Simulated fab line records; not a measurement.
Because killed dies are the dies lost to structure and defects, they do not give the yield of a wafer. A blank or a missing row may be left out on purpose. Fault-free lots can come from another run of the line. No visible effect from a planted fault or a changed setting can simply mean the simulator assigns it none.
fab line records + flow n5Finfet
[record]
- lots = 6
- wafers = 18
- lastDay = 19
route steps=1938 shown ZERO_LAYER@4 BEOL_M4@1111
lots with no fault: from the same line, run without faults
startH: hours from the record's first day to the start of the lot's first wafer shown + waitH: time in hours since the lot's previous step + " unchanged from the row above + L1.1+2: a row that stands for several wafers + - no value, or no start was given + * or withheld: withheld + < > ~ a bound
route shown NAME@n: a module of which the file shows steps, and the number in the route of the first + usual: the fault-free wafers' mean and standard deviation + same: alike in all rows + chamber/n: place in a boat + sites: per-site readings + _std_site: their standard deviation + _edge_site: the outer-site mean with the inner-site mean subtracted + radiusMm: how far each site lies from the wafer's centre + mask NAME#n: copy n + behind: tool/chamber where the wafer was last shaped + hold: what put the lot on hold/how long, in hours/how the hold closed + device: whichever transistor did not switch (one of n, p or np) + end of line: the tests these same wafers got at the end of their route + a step with no rows: only its recipe + killed: dies lost to structure and defects at the first sort, not the wafer's yield + map: a wafer's dies, marking killed ones x, the rest . and places with no die _
set.NAME: the setting that was run; set.NAME@STEP: the one run at that earlier step + model.NAME: the simulator's own value behind a step, which no gauge read
lots at some steps of the route; a table a step, a row a wafer
services: from which hour (startH, from the record's first day; less than 0 if before it) a tool's chamber was out of use, for how many hours, and why
[[steps]]
[step N5_ZERO_LAYER_PECVD_02]
[recipe]
- material = SiO2
- targetThkA = 100
- tempC = 400
- precursor = SiH4/N2O
- pressureTorr = 0.75
- rfW = 275
- timeS = 6
[usual]
- heaterPowerW = 736/80
- showerheadPlenumPTorr = 8.02/0.24
- showerheadVppV = 1020/35
| lot.wafer | tool     | chamber | startH | waitH | heaterPowerW | showerheadPlenumPTorr | showerheadVppV | sinceWetCleanH |
|-----------|----------|---------|--------|-------|--------------|-----------------------|----------------|----------------|
| L429.1    | pecvd-04 | 1       | 24.47  | 0.0   | 617          | 7.87                  | 1037           | 1816           |
| L429.3    | "        | 0       | "      | "     | 651          | 8.21                  | 1078           | 1091           |
| L429.6    | "        | 2       | "      | "     | 709          | 8.31                  | 1031           | -              |
| L431.2    | pecvd-01 | 0       | 36.28  | 0.0   | 752          | 7.82                  | 974            | 921            |
| L431.4    | "        | 0       | "      | "     | 779          | 7.86                  | 981            | -              |
| L431.6    | "        | 2       | "      | "     | 686          | 7.82                  | 1029           | -              |
| L437.2    | pecvd-03 | 1       | 72.28  | 0.0   | 737          | 8.23                  | 1054           | 1320           |
| L437.5    | "        | 2       | "      | "     | 782          | 8.38                  | 1053           | -              |
| L437.6    | "        | 0       | "      | "     | 812          | 7.67                  | 1004           | -              |
| L438.1    | pecvd-03 | 2       | 78.28  | 0.0   | 846          | 8.37                  | 1043           | 2051           |
| L438.2    | "        | 1       | "      | "     | 793          | 8.21                  | 1064           | 1326           |
| L438.5    | "        | 0       | "      | "     | 791          | 7.65                  | 1031           | -              |
| L444.3    | pecvd-01 | 2       | 114.29 | 0.0   | 596          | 7.82                  | 1031           | 241            |
| L444.5    | "        | 0       | "      | "     | 706          | 7.85                  | 975            | -              |
| L444.6    | "        | 1       | "      | "     | 719          | 8.05                  | 967            | -              |
| L450.1    | pecvd-04 | 1       | 150.28 | 0.0   | 690          | 7.86                  | 1034           | 29             |
| L450.3    | "        | 2       | "      | "     | 667          | 8.30                  | 1044           | 463            |
| L450.4    | "        | 2       | "      | "     | 665          | 8.33                  | 1022           | -              |
[step N5_ZERO_LAYER_HMDS_04]
[recipe]
- timeS = 60
- tempC = 120
[step N5_ZERO_LAYER_COAT_05]
[recipe]
- spinRpm = 1500
- resistThkNm = 1000
[step N5_ZERO_LAYER_EBR_07]
[recipe]
- solvent = PGMEA
- ebrWidthMm = 1.5
[step N5_ZERO_LAYER_SOFTBAKE_06]
[recipe]
- tempC = 100
- timeS = 90
[step N5_ZERO_LAYER_EXPOSE_08]
[recipe]
- maskId = ZERO
- na = 0.55
- sourceShape = conventional
- sigmaOuter = 0.8
- polarization = unpolarized
- defocusNm = 0
- targetCdNm = 2000
- doseMj = 16.2
[step N5_ZERO_LAYER_PEB_09]
[recipe]
- pebTempC = withheld
- pebTimeS = *
[step N5_ZERO_LAYER_DEVELOP_10]
[recipe]
- developTimeS = 60
- rinseLiquid = diw
- dry = airSpin
- devTempC = 21
[step N5_ZERO_LAYER_HARDBAKE_23]
[recipe]
- tempC = 130
- timeS = 120
[step N5_ZERO_LAYER_CD_MEAS_11]
[recipe]
- targetCdNm = 2000
- landingEnergyEv = 500
- detector = seInlens
[usual]
- cdNm = 2000.2/1.5
| lot.wafer | tool     | chamber | startH | waitH | cdNm   |
|-----------|----------|---------|--------|-------|--------|
| L429.1    | cdSem-01 | 0       | 24.83  | -     | 2005.2 |
| L429.3    | "        | 0       | "      | "     | 2003.3 |
| L429.6    | "        | 0       | "      | "     | 2004.5 |
| L431.2    | cdSem-01 | 0       | 36.65  | -     | 2001.0 |
| L431.4    | "        | 0       | "      | "     | 2000.6 |
| L431.6    | "        | 0       | "      | "     | 2002.1 |
| L437.2    | cdSem-02 | 0       | 72.77  | -     | 2002.2 |
| L437.5    | "        | 0       | "      | "     | 1998.6 |
| L437.6    | "        | 0       | "      | "     | 2000.7 |
| L438.1    | cdSem-03 | 0       | 78.77  | -     | 1997.7 |
| L438.2    | "        | 0       | "      | "     | 1996.8 |
| L438.5    | "        | 0       | "      | "     | 1999.9 |
| L444.3    | cdSem-02 | 0       | 114.65 | -     | 1999.8 |
| L444.5    | "        | 0       | "      | "     | 2000.2 |
| L444.6    | "        | 0       | "      | "     | 2002.0 |
| L450.1    | cdSem-01 | 0       | 150.64 | -     | 2002.3 |
| L450.3    | "        | 0       | "      | "     | 2002.7 |
| L450.4    | "        | 0       | "      | "     | 2000.8 |
[step N5_ZERO_LAYER_DESCUM_16]
[recipe]
- chemistry = O2
- timeS = 7.9
- sourcePowerW = 50
- biasPowerW = 20
- pressureMtorr = 20
- rfFrequencyHz = 2.712e+07
- tempC = 40
- o2FlowSccm = 225
[usual]
- biasPowerW = 19.98/0.059
- chamberPressureMTorr = 20.001/0.018
- drypumpMotorCurrentA = 5.9/0.41
- oesProductAu = 0.80/0.075
- rfVppV = 243.6/1.2
- showerheadPlenumPTorr = 2.13/0.059
- throttleValvePct = 20.41/0.12
| lot.wafer | tool       | chamber | startH | waitH | biasPowerW | chamberPressureMTorr | drypumpMotorCurrentA | oesProductAu | rfHoursCounterH | rfVppV | showerheadPlenumPTorr | throttleValvePct |
|-----------|------------|---------|--------|-------|------------|----------------------|----------------------|--------------|-----------------|--------|-----------------------|------------------|
| L429.1    | rieDiel-05 | 1       | 24.87  | 0.0   | 20.08      | 20.018               | 5.8                  | 0.77         | 122             | 243.7  | 2.19                  | 20.43            |
| L429.3    | "          | 0       | "      | "     | 19.98      | 20.009               | 5.2                  | 0.86         | 41              | 244.7  | 2.12                  | 20.55            |
| L429.6    | "          | 2       | "      | "     | 19.95      | 19.983               | 5.7                  | 0.77         | -               | 245.2  | 2.18                  | 20.58            |
| L431.2    | rieDiel-05 | 2       | 36.69  | 0.0   | 20.04      | 20.011               | 5.7                  | 0.77         | 156             | 246.0  | 2.18                  | 20.59            |
| L431.4    | "          | 3       | "      | "     | 20.00      | 19.981               | 5.7                  | 0.96         | 9               | 244.6  | 2.23                  | 20.32            |
| L431.6    | "          | 1       | "      | "     | 19.93      | 20.002               | 5.8                  | 0.78         | -               | 245.4  | 2.19                  | 20.44            |
| L437.2    | rieDiel-04 | 2       | 72.81  | 0.0   | 19.92      | 20.000               | 6.6                  | 0.76         | 173             | 242.1  | 2.09                  | 20.31            |
| L437.5    | "          | 1       | "      | "     | 20.02      | 20.014               | 6.2                  | 0.80         | -               | 242.6  | 2.11                  | 20.59            |
| L437.6    | "          | 2       | "      | "     | 20.00      | 19.988               | 6.5                  | 0.75         | -               | 243.2  | 2.09                  | 20.32            |
| L438.1    | rieDiel-05 | 0       | 78.80  | 0.0   | 19.99      | 19.989               | 5.2                  | 0.84         | 58              | 242.9  | 2.12                  | 20.56            |
| L438.2    | "          | 2       | "      | "     | 20.14      | 19.980               | 5.7                  | 0.76         | 171             | 245.0  | 2.17                  | 20.61            |
| L438.5    | "          | 0       | "      | "     | 20.05      | 20.009               | 5.2                  | 0.84         | -               | 243.2  | 2.12                  | 20.57            |
| L444.3    | rieDiel-03 | 3       | 114.68 | 0.0   | 19.96      | 19.987               | 5.6                  | 0.72         | 186             | 243.6  | 2.08                  | 20.50            |
| L444.5    | "          | 0       | "      | "     | 20.12      | 19.967               | 6.3                  | 0.74         | -               | 243.0  | 2.07                  | 20.40            |
| L444.6    | "          | 3       | "      | "     | 19.97      | 20.003               | 5.6                  | 0.72         | -               | 242.7  | 2.08                  | 20.49            |
| L450.1    | rieDiel-03 | 3       | 150.74 | 0.1   | 20.01      | 20.000               | 5.6                  | 0.70         | 199             | 242.7  | 2.07                  | 20.50            |
| L450.3    | "          | 0       | "      | "     | 19.97      | 19.994               | 6.4                  | 0.73         | 196             | 242.9  | 2.07                  | 20.40            |
| L450.4    | "          | 1       | "      | "     | 19.98      | 20.018               | 6.0                  | 0.89         | -               | 242.7  | 2.05                  | 20.32            |
[step N5_ZERO_LAYER_ETCH_17]
[recipe]
- chemistry = CF4
- target = SiO2
- targetDepthA = 120
- timeS = 13.3
- ionEnergyEv = 350
- pressureMtorr = 40
- sourceW = 450
- biasW = 215
- Ar_flow_sccm = 100
- cf4FlowSccm = 100
[usual]
- chamberPressureMTorr = 40.00/0.038
- drypumpMotorCurrentA = 5.9/0.41
- oesProductAu = 0.80/0.076
- rfVppV = 951/3.6
- showerheadPlenumPTorr = 2.17/0.056
- throttleValvePct = 15.62/0.15
| lot.wafer | tool       | chamber | startH | waitH | chamberPressureMTorr | drypumpMotorCurrentA | oesProductAu | rfHoursCounterH | rfVppV | showerheadPlenumPTorr | throttleValvePct |
|-----------|------------|---------|--------|-------|----------------------|----------------------|--------------|-----------------|--------|-----------------------|------------------|
| L429.1    | rieDiel-05 | 1       | 24.90  | 0.0   | 39.99                | 5.8                  | 0.77         | 122             | 954    | 2.24                  | 15.64            |
| L429.3    | "          | 0       | "      | "     | 40.04                | 5.2                  | 0.86         | 41              | 951    | 2.18                  | 15.73            |
| L429.6    | "          | 2       | "      | "     | 39.99                | 5.7                  | 0.76         | -               | 953    | 2.22                  | 15.83            |
| L431.2    | rieDiel-05 | 2       | 36.72  | 0.0   | 40.03                | 5.7                  | 0.76         | 156             | 954    | 2.22                  | 15.85            |
| L431.4    | "          | 3       | "      | "     | 39.98                | 5.7                  | 0.95         | 9               | 956    | 2.27                  | 15.49            |
| L431.6    | "          | 1       | "      | "     | 40.01                | 5.8                  | 0.77         | -               | 954    | 2.24                  | 15.66            |
| L437.2    | rieDiel-04 | 2       | 72.84  | 0.0   | 39.96                | 6.5                  | 0.74         | 173             | 947    | 2.14                  | 15.58            |
| L437.5    | "          | 1       | "      | "     | 40.01                | 6.1                  | 0.79         | -               | 951    | 2.15                  | 15.76            |
| L437.6    | "          | 2       | "      | "     | 40.02                | 6.5                  | 0.75         | -               | 947    | 2.14                  | 15.57            |
| L438.1    | rieDiel-05 | 0       | 78.84  | 0.0   | 40.00                | 5.2                  | 0.84         | 58              | 951    | 2.17                  | 15.73            |
| L438.2    | "          | 2       | "      | "     | 40.02                | 5.7                  | 0.75         | 171             | 954    | 2.22                  | 15.85            |
| L438.5    | "          | 0       | "      | "     | 39.99                | 5.2                  | 0.84         | -               | 950    | 2.17                  | 15.75            |
| L444.3    | rieDiel-03 | 3       | 114.72 | 0.0   | 40.04                | 5.6                  | 0.71         | 186             | 947    | 2.13                  | 15.75            |
| L444.5    | "          | 0       | "      | "     | 40.01                | 6.4                  | 0.75         | -               | 948    | 2.13                  | 15.68            |
| L444.6    | "          | 3       | "      | "     | 39.98                | 5.6                  | 0.71         | -               | 947    | 2.13                  | 15.74            |
| L450.1    | rieDiel-03 | 3       | 150.78 | 0.0   | 39.96                | 5.6                  | 0.70         | 199             | 948    | 2.12                  | 15.78            |
| L450.3    | "          | 0       | "      | "     | 40.04                | 6.4                  | 0.74         | 196             | 948    | 2.12                  | 15.71            |
| L450.4    | "          | 1       | "      | "     | 39.99                | 6.0                  | 0.90         | -               | 945    | 2.10                  | 15.44            |
[step N5_ZERO_LAYER_ETCH_18]
[recipe]
- chemistry = HBr/Cl2
- target = Si
- targetDepthA = 1200
- timeS = 40
- pressureMtorr = 10
- icpW = 800
- biasW = 75
- HBr_flow_sccm = 150
- Cl2_flow_sccm = 80
[usual]
- chamberPressureMTorr = 10.000/0.0095
- drypumpMotorCurrentA = 5.8/0.42
- oesProductAu = 0.999/0.02
- throttleValvePct = 36.39/0.22
| lot.wafer | tool     | chamber | startH | waitH | chamberPressureMTorr | drypumpMotorCurrentA | oesProductAu | rfHoursCounterH | throttleValvePct | model.etch.depthNm | model.ZERO_LAYER.featureDepthNm | model.coat_of_ZERO_LAYER_COAT_05.thkNm |
|-----------|----------|---------|--------|-------|----------------------|----------------------|--------------|-----------------|------------------|--------------------|---------------------------------|----------------------------------------|
| L429.1    | rieSi-03 | 0       | 24.97  | 0.0   | 10.012               | 6.3                  | 0.988        | 107             | 36.60            | 120                | 120                             | 932.4                                  |
| L429.3    | "        | 1       | "      | "     | 10.005               | 6.1                  | 1.036        | 65              | 36.52            | 119.5              | 119.5                           | 936.4                                  |
| L429.6    | "        | 3       | "      | "     | 9.996                | 5.2                  | 0.997        | -               | 36.33            | 119.7              | 119.7                           | 934.3                                  |
| L431.2    | rieSi-01 | 2       | 36.79  | 0.0   | 10.003               | 5.8                  | 1.012        | 46              | 36.62            | 119.7              | 119.7                           | 931.7                                  |
| L431.4    | "        | 3       | "      | "     | 10.001               | 5.9                  | 1.002        | 83              | 36.54            | 118.5              | 118.5                           | 926.8                                  |
| L431.6    | "        | 0       | "      | "     | 9.988                | 5.8                  | 1.016        | -               | 36.55            | 118.8              | 118.8                           | 930.5                                  |
| L437.2    | rieSi-01 | 2       | 72.92  | 0.0   | 10.005               | 5.8                  | 1.029        | 46              | 36.60            | 196.7              | 196.7                           | 907.6                                  |
| L437.5    | "        | 1       | "      | "     | 9.990                | 5.2                  | 0.991        | -               | 36.11            | 198.8              | 198.8                           | 904.4                                  |
| L437.6    | "        | 0       | "      | "     | 9.998                | 5.8                  | 1.031        | -               | 36.54            | 198.7              | 198.7                           | 905                                    |
| L438.1    | rieSi-01 | 2       | 78.91  | 0.0   | 9.990                | 5.8                  | 1.031        | 46              | 36.60            | 197.9              | 197.9                           | 905.5                                  |
| L438.2    | "        | 1       | "      | "     | 9.992                | 5.2                  | 0.993        | 34              | 36.10            | 198.3              | 198.3                           | 906.3                                  |
| L438.5    | "        | 0       | "      | "     | 9.986                | 5.8                  | 1.039        | -               | 36.54            | 198.2              | 198.2                           | 904                                    |
| L444.3    | rieSi-03 | 2       | 114.79 | 0.0   | 10.006               | 5.9                  | 1.001        | 21              | 36.35            | 120.7              | 120.7                           | 933.5                                  |
| L444.5    | "        | 1       | "      | "     | 10.007               | 6.1                  | 1.034        | -               | 36.52            | 119.5              | 119.5                           | 932.6                                  |
| L444.6    | "        | 2       | "      | "     | 10.000               | 5.9                  | 1.006        | -               | 36.34            | 119.6              | 119.6                           | 929.9                                  |
| L450.1    | rieSi-01 | 1       | 150.85 | 0.0   | 10.015               | 5.2                  | 0.967        | 36              | 36.14            | 118.9              | 118.9                           | 934.1                                  |
| L450.3    | "        | 3       | "      | "     | 10.002               | 5.9                  | 1.003        | 86              | 36.53            | 119.2              | 119.2                           | 931                                    |
| L450.4    | "        | 0       | "      | "     | 9.995                | 5.8                  | 1.012        | 10              | 36.53            | 118.7              | 118.7                           | 930.8                                  |
[step N5_ZERO_LAYER_STRIP_24]
[recipe]
- chemistry = O2
- powerW = 1000
- tempC = 250
- overashFraction = 0.3
- pressureMtorr = 1000
- o2FlowSccm = 6750
[usual]
- chamberPressureMTorr = 1000.0/0.94
- drypumpMotorCurrentA = 5.8/0.47
- heaterPowerW = 338/37
- oesProductAu = 0.647/0.0048
- stripTimeToEndpointS = 43.91/0.068
| lot.wafer | tool           | chamber | startH | waitH | chamberPressureMTorr | drypumpMotorCurrentA | heaterPowerW | oesProductAu | rfHoursCounterH | stripTimeToEndpointS |
|-----------|----------------|---------|--------|-------|----------------------|----------------------|--------------|--------------|-----------------|----------------------|
| L429.1    | plasmaAsher-02 | 0       | 25.08  | 0.1   | 999.8                | 6.2                  | 299          | 0.638        | 73              | 43.90                |
| L429.3    | "              | 1       | "      | "     | 999.5                | 5.4                  | 326          | 0.643        | -               | 44.02                |
| L429.6    | "              | 0       | "      | "     | 997.7                | 6.2                  | 306          | 0.654        | -               | 43.97                |
| L431.2    | plasmaAsher-02 | 0       | 36.90  | 0.1   | 1000.3               | 6.2                  | 304          | 0.652        | 75              | 43.88                |
| L431.4    | "              | 1       | "      | "     | 1000.7               | 5.5                  | 319          | 0.649        | -               | 43.74                |
| L431.6    | "              | 1       | "      | "     | 1001.8               | 5.4                  | 318          | 0.647        | -               | 43.84                |
| L437.2    | plasmaAsher-02 | 1       | 73.02  | 0.1   | 998.6                | 5.4                  | 323          | 0.649        | 82              | 43.15                |
| L437.5    | "              | 0       | "      | "     | 1001.3               | 6.2                  | 298          | 0.642        | -               | 43.05                |
| L437.6    | "              | 1       | "      | "     | 998.2                | 5.4                  | 323          | 0.645        | -               | 43.08                |
| L438.1    | plasmaAsher-01 | 1       | 79.02  | 0.1   | 997.4                | 6.4                  | 321          | 0.641        | 38              | 43.11                |
| L438.2    | "              | 0       | "      | "     | 1002.1               | 5.3                  | 401          | 0.647        | 38              | 43.13                |
| L438.5    | "              | 1       | "      | "     | 999.0                | 6.4                  | 331          | 0.656        | -               | 43.04                |
| L444.3    | plasmaAsher-01 | 0       | 114.92 | 0.1   | 1001.7               | 5.3                  | 407          | 0.661        | -               | 43.94                |
| L444.5    | "              | 0       | "      | "     | 1001.0               | 5.3                  | 394          | 0.650        | -               | 43.92                |
| L444.6    | "              | 1       | "      | "     | 998.8                | 6.4                  | 329          | 0.650        | -               | 43.83                |
| L450.1    | plasmaAsher-02 | 0       | 150.96 | 0.1   | 999.3                | 6.2                  | 297          | 0.651        | 96              | 43.94                |
| L450.3    | "              | 1       | "      | "     | 1000.6               | 5.4                  | 329          | 0.651        | -               | 43.86                |
| L450.4    | "              | 0       | "      | "     | 999.7                | 6.2                  | 299          | 0.646        | -               | 43.86                |
[step N5_ZERO_LAYER_STRIP_19]
[recipe]
- chemistry = SPM
- timeS = 900
- tempC = 130
- h2so4H2o2VolRatio = 4
- dry = ipaMarangoni
[step N5_BEOL_M4_RC_MEAS_101]
[usual]
- DIBL_N = 36.1/1.3
- DIBL_P = 36.1/1.7
- IOFF_N = 0.154/0.022
- IOFF_P = 0.201/0.024
- ION_N = 675/8.9
- ION_P = 462/5.9
- SS_N = 71.5/0.49
- SS_P = 73.3/0.58
- VT_N = 250.0/2.7
- VT_P = -251.3/2.7
| lot.wafer | tool      | chamber | startH | waitH | DIBL_N[mV/V] | DIBL_P[mV/V] | IOFF_N[nA/um] | IOFF_P[nA/um] | ION_N[uA/um] | ION_P[uA/um] | SS_N[mV/dec] | SS_P[mV/dec] | VT_N[mV] | VT_P[mV] |
|-----------|-----------|---------|--------|-------|--------------|--------------|---------------|---------------|--------------|--------------|--------------|--------------|----------|----------|
| L429.1    | prober-01 | 0       | 170.42 | 0.0   | 36.1         | 36.9         | 0.149         | 0.171         | 676          | 454          | 72.0         | 73.6         | 247.8    | -256.8   |
| L429.3    | "         | 0       | "      | "     | 37.2         | 37.3         | 0.167         | 0.182         | 674          | 451          | 72.5         | 73.9         | 250.6    | -255.5   |
| L429.6    | "         | 0       | "      | "     | 37.5         | 37.9         | 0.170         | 0.193         | 677          | 451          | 71.6         | 74.0         | 251.1    | -255.5   |
| L431.2    | prober-01 | 0       | 187.70 | 0.2   | 37.1         | 38.5         | 0.202         | 0.253         | 691          | 470          | 71.3         | 73.7         | 244.6    | -247.1   |
| L431.4    | "         | 0       | "      | "     | 34.2         | 35.0         | 0.140         | 0.193         | 679          | 466          | 71.2         | 73.2         | 252.5    | -251.1   |
| L431.6    | "         | 0       | "      | "     | 34.3         | 35.0         | 0.144         | 0.188         | 676          | 458          | 70.8         | 72.9         | 249.4    | -250.9   |
| L437.2    | prober-01 | 0       | 234.62 | 0.2   | 36.4         | 35.8         | 0.134         | 0.188         | 665          | 456          | 71.7         | 73.0         | 250.6    | -252.7   |
| L437.5    | "         | 0       | "      | "     | 36.6         | 35.9         | 0.136         | 0.186         | 657          | 446          | 71.0         | 73.6         | 254.9    | -253.1   |
| L437.6    | "         | 0       | "      | "     | 35.6         | 35.0         | 0.123         | 0.180         | 657          | 456          | 71.6         | 72.9         | 253.1    | -252.1   |
| L438.1    | prober-02 | 0       | 259.55 | 0.0   | 35.9         | 36.1         | 0.152         | 0.199         | 681          | 461          | 71.5         | 73.4         | 251.1    | -251.5   |
| L438.2    | "         | 0       | "      | "     | 36.7         | 36.9         | 0.163         | 0.224         | 686          | 466          | 71.7         | 73.6         | 245.8    | -248.8   |
| L438.5    | "         | 0       | "      | "     | 34.7         | 35.1         | 0.138         | 0.193         | 675          | 464          | 71.1         | 72.3         | 250.6    | -251.3   |
| L444.3    | prober-02 | 0       | 288.12 | 0.3   | 34.6         | 34.8         | 0.126         | 0.186         | 664          | 462          | 70.6         | 72.4         | 253.7    | -249.7   |
| L444.5    | "         | 0       | "      | "     | 35.8         | 36.2         | 0.148         | 0.204         | 667          | 465          | 71.1         | 73.4         | 251.6    | -249.1   |
| L444.6    | "         | 0       | "      | "     | 37.4         | 38.8         | 0.182         | 0.242         | 688          | 468          | 71.3         | 73.9         | 248.0    | -248.0   |
| L450.1    | prober-01 | 0       | 322.46 | 0.0   | 34.4         | 34.5         | 0.120         | 0.148         | 673          | 461          | 71.5         | 72.9         | 253.3    | -257.6   |
| L450.3    | "         | 0       | "      | "     | 37.1         | 37.9         | 0.162         | 0.182         | 677          | 459          | 71.4         | 73.9         | 248.8    | -253.7   |
| L450.4    | "         | 0       | "      | "     | 35.9         | 36.7         | 0.149         | 0.175         | 671          | 456          | 72.4         | 73.4         | 249.1    | -255.6   |
[[services]]
| tool           | chamber | startH | hours | kind                        |
|----------------|---------|--------|-------|-----------------------------|
| rieSi-01       | 3       | 5.10   | 1.7   | repair                      |
| pecvd-04       | 1       | 20.07  | 3.8   | repair                      |
| pecvd-03       | 1       | 23.04  | 5.5   | scheduledDown               |
| pecvd-01       | -       | 33.49  | 0.4   | repair                      |
| rieSi-01       | 1       | 41.51  | 7.9   | repair                      |
| pecvd-04       | 1       | 56.57  | 5.5   | scheduledDown               |
| plasmaAsher-02 | -       | 59.06  | 3.3   | repair                      |
| pecvd-03       | -       | 59.53  | 0.8   | repair                      |
| pecvd-01       | -       | 60.72  | 2.8   | pm                          |
| rieDiel-03     | 1       | 60.76  | -     | clean                       |
| rieDiel-03     | 1       | 60.76  | -     | consumableReplace:focusRing |
| rieDiel-03     | 1       | 60.76  | 13.9  | scheduledDown               |
| rieDiel-03     | 1       | 60.76  | 13.9  | ventCycle                   |
| pecvd-04       | 0       | 65.36  | 5.5   | scheduledDown               |
| rieDiel-03     | 2       | 79.31  | 3.5   | repair                      |
| rieDiel-03     | -       | 87.04  | 0.8   | repair                      |
| pecvd-01       | 1       | 90.44  | 5.9   | repair                      |
| rieDiel-04     | 3       | 95.97  | 9.2   | repair                      |
| rieDiel-03     | 2       | 97.05  | 64.8  | repair                      |
| rieSi-03       | 0       | 111.40 | 7.7   | repair                      |
| plasmaAsher-02 | -       | 120.39 | 0.9   | repair                      |
| rieSi-03       | 3       | 124.96 | 6.3   | repair                      |
| rieSi-03       | 2       | 136.06 | 10.6  | repair                      |
| rieDiel-05     | -       | 140.08 | 0.4   | repair                      |
[[key]]
[firstSign]
- step = N5_ZERO_LAYER_STRIP_24
- reading = stripTimeToEndpointS
- direction = down
- sigmas = 12
- usual = *
- struck = *
effect none on later readings
[modelEffect]
- step = N5_ZERO_LAYER_ETCH_18
- value = etch.depthNm
- without = 120.1
- struck = 198.1
metAt N5_ZERO_LAYER_ETCH_18
struckWafers L437.2,L437.5,L437.6,L438.1,L438.2,L438.5
onsetBetween 36.79 72.92
alsoFits N5_ZERO_LAYER_PECVD_02:pecvd-03
[fault]
- kind = processParameterDrift
- tool = rieSi-01
- chamber = -
- onsetH = 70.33
- steps = N5_ZERO_LAYER_ETCH_18
- channel = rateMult
- offset = 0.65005
- shape = step
- endH = 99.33
